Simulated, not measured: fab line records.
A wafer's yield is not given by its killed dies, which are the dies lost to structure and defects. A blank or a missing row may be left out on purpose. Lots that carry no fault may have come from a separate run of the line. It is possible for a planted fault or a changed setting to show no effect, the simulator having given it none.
Matching of chambers + flow n5Finfet + 4 sister chambers for N5_HKMG_FIN_STRIP_90 on rieDiel-04
The step strips SOC in N2/H2, time 20 s. 14 wafers are shown with their chamber, then 7 later ones without.

== WAFERS, EACH WITH ITS CHAMBER ==
| wafer  | chamber | drypumpMotorCurrentA (A) | showerheadPlenumPTorr (Torr) | throttleValvePct (%) |
|--------|---------|--------------------------|------------------------------|----------------------|
| L075.3 | 1       | 5.4                      | 3.42                         | 19.23                |
| L075.5 | 0       | 6.1                      | 3.25                         | 18.54                |
| L075.6 | 3       | 5.6                      | 3.34                         | 19.30                |
| L080.1 | 0       | 6.2                      | 3.24                         | 18.58                |
| L080.4 | 1       | 5.4                      | 3.42                         | 19.24                |
| L080.5 | 0       | 6.1                      | 3.24                         | 18.56                |
| L085.2 | 2       | 6.4                      | 3.23                         | 18.87                |
| L085.3 | 1       | 5.4                      | 3.41                         | 19.27                |
| L085.6 | 2       | 6.4                      | 3.23                         | 18.90                |
| L088.1 | 0       | 6.2                      | 3.23                         | 18.60                |
| L088.2 | 3       | 5.7                      | 3.33                         | 19.34                |
| L088.4 | 2       | 6.4                      | 3.23                         | 18.89                |
| L091.1 | 0       | 6.1                      | 3.23                         | 18.62                |
| L091.3 | 1       | 5.4                      | 3.40                         | 19.29                |

SIGNATURES (means of the wafers above)
| reading               | chamber 0 | chamber 1 | chamber 2 | chamber 3 | scatter within a chamber |
|-----------------------|-----------|-----------|-----------|-----------|--------------------------|
| drypumpMotorCurrentA  | 6.140     | 5.400     | 6.400     | 5.650     | 0.0412                   |
| showerheadPlenumPTorr | 3.2380    | 3.4125    | 3.2300    | 3.3350    | 0.00778                  |
| throttleValvePct      | 18.5800   | 19.2575   | 18.8867   | 19.3200   | 0.0275                   |
Rule: for each reading, subtract the chamber's mean from the wafer's reading, divide by that reading's scatter and square the result; add these up over the readings and take the root, which gives the wafer's distance from the chamber. The wafer belongs to the nearest chamber; if the next one is less than 2 further off, it can't be placed. The scatter: take each reading less its chamber's mean, square it, sum over the shown wafers, divide by the number of wafers less the number of chambers, and take the root.

== WAFERS WHOSE CHAMBER IS MISSING ==
| wafer  | drypumpMotorCurrentA (A) | showerheadPlenumPTorr (Torr) | throttleValvePct (%) |
|--------|--------------------------|------------------------------|----------------------|
| L091.4 | 5.7                      | 3.33                         | 19.33                |
| L092.2 | 6.2                      | 3.23                         | 18.65                |
| L092.4 | 5.7                      | 3.33                         | 19.36                |
| L092.6 | 6.4                      | 3.22                         | 18.92                |
| L095.1 | 6.2                      | 3.23                         | 18.62                |
| L095.2 | 5.7                      | 3.32                         | 19.36                |
| L095.4 | 6.4                      | 3.22                         | 18.92                |

== WHICH CHAMBER EACH WENT THROUGH ==
| wafer  | from the rows above | in truth |
|--------|---------------------|----------|
| L091.4 | 3                   | 3        |
| L092.2 | 0                   | 0        |
| L092.4 | 3                   | 3        |
| L092.6 | 2                   | 2        |
| L095.1 | 0                   | 0        |
| L095.2 | 3                   | 3        |
| L095.4 | 2                   | 2        |
Correct placement for 7 of the 7. Number that these rows cannot place: 0. Wrongly placed: 0.
